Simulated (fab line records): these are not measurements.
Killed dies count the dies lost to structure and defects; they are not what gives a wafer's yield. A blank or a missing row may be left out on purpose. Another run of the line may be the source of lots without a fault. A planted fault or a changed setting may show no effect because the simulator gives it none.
Struck lot and sound lot, side by side | flow n5Finfet | 17 steps out of a route of 1938
Sound: the wafers L373.1, L373.3, L373.5. Wafers L369.3, L369.5, L369.6 were the ones struck. The cause is named last.
For every step that has rows: the tool of each side, followed by ch and its chambers, followed by its first start. Under that, the readings that differ: sound wafers | struck wafers | difference of the means | sigmas: that difference in standard deviations of wafers without a fault.
alike: readings with means less than 2 such deviations apart, plus words and numbers identical on both sides. not compared: withheld readings, readings lacking a value on some wafer, bounds such as >300 that could conceal the same value, and numbers that have no deviation in the record and whose values overlap.
A row with sigmas, a row that says differs or no value, or rows on one side alone: a step with any of these is where the two part. When numbers do not overlap yet have no deviation, they are printed without sigmas and do not part them. A reading missing from all wafers of one side parts the sides only when that side holds two or more wafers.

first, 5 steps without rows for these wafers: N5_SD_EPI_P_SRD_49 (time 30 s); N5_SD_EPI_P_PRECLEAN_24 (cleans in O3/DIW, time 45 s); N5_SD_EPI_P_PRECLEAN_32 (cleans in dHF, time 10 s); N5_SD_EPI_P_PRECLEAN_33 (cleans in SC2, time 45 s); N5_SD_EPI_P_SRD_25 (time 30 s).
N5_SD_EPI_P_INSPECT_26: inspects for defects (darkfield).
  struck on defectInspect-02, day 6 22:32; sound on defectInspect-02, day 7 22:02
  alike: rawDefectCount
N5_SD_ACTIVATION_RTA_00: time 0 s.
  sound on rtpAnneal-01 ch 0, day 7 22:04; struck on rtpAnneal-01 ch 0, day 6 22:40
  alike: lampPowerPct, lamp_zone_3_pct, lamp_zone_6_pct, wafer_temp_C_max
N5_SD_ACTIVATION_LSA_01: time 0.0008 s.
  sound on laserAnneal-01 ch 0, day 7 22:17; struck on laserAnneal-01 ch 0, day 6 22:52
  alike: wafer_temp_C_max
N5_SD_ACTIVATION_RS_MEAS_03: the measuring method here is four-point-probe.
  struck on filmMetro-01, day 6 23:03; sound on filmMetro-01, day 7 22:29
reading          | sound          | struck         | difference | sigmas
RS_SD_P (ohm/sq) | 58.2 57.2 56.8 | 55.0 54.8 54.7 | -2.6       | -3
  alike: RS_SD_N
N5_SD_ACTIVATION_INSPECT_02: inspects for defects (darkfield).
  struck on defectInspect-01, day 6 23:20; sound on defectInspect-01, day 7 22:49
  alike: rawDefectCount
N5_ILD0_LINER_00: material SiNx, target thk 4 nm, pulse time 1 s, purge time 2 s.
  sound on aldSin-03 ch 0,1,2, day 7 22:51; struck on aldSin-02 ch 1,2, day 6 23:30
  alike: heaterPowerOuterW, heaterPowerW, precursorPulseHeightRel
N5_ILD0_FCVD_FILL_01: material SiO2 flowable, target thk 200 nm, time 328.3 s.
  sound on fcvd-02 ch 0,1, day 7 23:16; struck on fcvd-02 ch 0,1, day 7 00:47
then, 1 step without rows for these wafers: N5_ILD0_CURE_02 (time 1800 s).
N5_ILD0_CMP_03: polishes, stops on SiNx, t overpolish 1.9 s, target thk 197.38 nm.
  sound on cmp-02 ch 0,2,3, day 8 01:13; struck on cmp-01 ch 0,3, day 7 02:39
reading             | sound    | struck      | difference | sigmas
timeToEndpointS (s) | 71 70 76 | 138 137 144 | +67        | +14
  alike: motorCurrentA, overpolishRunS
N5_ILD0_THK_MEAS_04:
  struck on filmMetro-02, day 7 02:55; sound on filmMetro-01, day 8 01:31
  alike: thkNm
-- the record jumps here: 5 days lie between the struck wafers' starts before and after (it left off in module ILD0 and takes up again in module BEOL_M4, whose first step shown is number 1111 of the route) --
N5_BEOL_M4_RC_MEAS_101:
  sound on prober-01 ch 0, day 11 21:40; struck on prober-01 ch 0, day 12 03:34
reading        | sound          | struck         | difference | sigmas
DIBL_N (mV/V)  | 39.5 41.2 39.4 | 35.5 35.4 35.8 | -4.5       | -3
IOFF_N (nA/um) | 0.22 0.25 0.22 | 0.15 0.14 0.16 | -0.08      | -3
ION_N (uA/um)  | 689 695 702    | 667 669 670    | -27        | -2
SS_P (mV/dec)  | 75.0 74.6 74.7 | 72.9 72.6 72.9 | -2.0       | -3
  alike: DIBL_P, IOFF_P, ION_P, SS_N, VT_N, VT_P
-- the record jumps here: 4 days lie between the struck wafers' starts before and after (it left off in module BEOL_M4 and takes up again in module PASSIVATION, whose first step shown is number 1936 of the route) --
N5_PASSIVATION_PROBE_49:
  only the struck wafers here have rows in the record (prober-02, day 15 23:46); the sound ones have none

## WHERE THEY PART
First at N5_SD_ACTIVATION_RS_MEAS_03; last, within this record, at N5_PASSIVATION_PROBE_49.

WHY: the cause the simulator had injected
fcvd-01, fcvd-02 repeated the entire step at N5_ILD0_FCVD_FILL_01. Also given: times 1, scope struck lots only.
